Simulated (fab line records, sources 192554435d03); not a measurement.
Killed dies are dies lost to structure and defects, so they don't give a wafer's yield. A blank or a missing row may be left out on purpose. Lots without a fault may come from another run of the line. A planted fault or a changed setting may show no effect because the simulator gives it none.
Chamber matching | flow n5_finfet | N5_MOL_CONTACT_COAG_STRIP_72 on rie_diel-02: 4 sister chambers
The step strips in N2/H2. 4 wafers are shown with their chamber, then 9 later ones without.

WAFERS WITH THEIR CHAMBER
wafer  | chamber | drypump_motor_current_A (A)
L081.5 | 1       | 4.9
L087.2 | 2       | 5.5
L088.1 | 0       | 6.2
L088.6 | 3       | 4.7

WAFERS WITHOUT THEIR CHAMBER
wafer  | drypump_motor_current_A (A)
L091.1 | 6.3
L091.2 | 5.5
L091.3 | 4.7
L094.4 | 6.2
L094.5 | 5.5
L094.6 | 4.7
L095.1 | 4.7
L095.4 | 6.2
L095.5 | 4.7

WHICH CHAMBER EACH WENT THROUGH
wafer  | from the rows above | in truth
L091.1 | 0                   | 0
L091.2 | 2                   | 2
L091.3 | 3                   | 3
L094.4 | 0                   | 0
L094.5 | 2                   | 2
L094.6 | 3                   | 3
L095.1 | 3                   | 3
L095.4 | 0                   | 0
L095.5 | 3                   | 3
Placed correctly: 9 of 9. Can't be placed from these rows: 0. Placed wrongly: 0.
How it was worked out, from the rows above alone: a wafer's distance from a chamber is the root of the sum, over the readings, of the square of ((its reading less the chamber's mean) divided by the reading's scatter). The wafer belongs to the nearest chamber; if the next one is less than 2 further off, it can't be placed. A chamber's mean is the mean of its shown wafers. The scatter: with one shown wafer a chamber, the root of the mean of the squares of how far each hidden wafer lies from its nearest shown one.
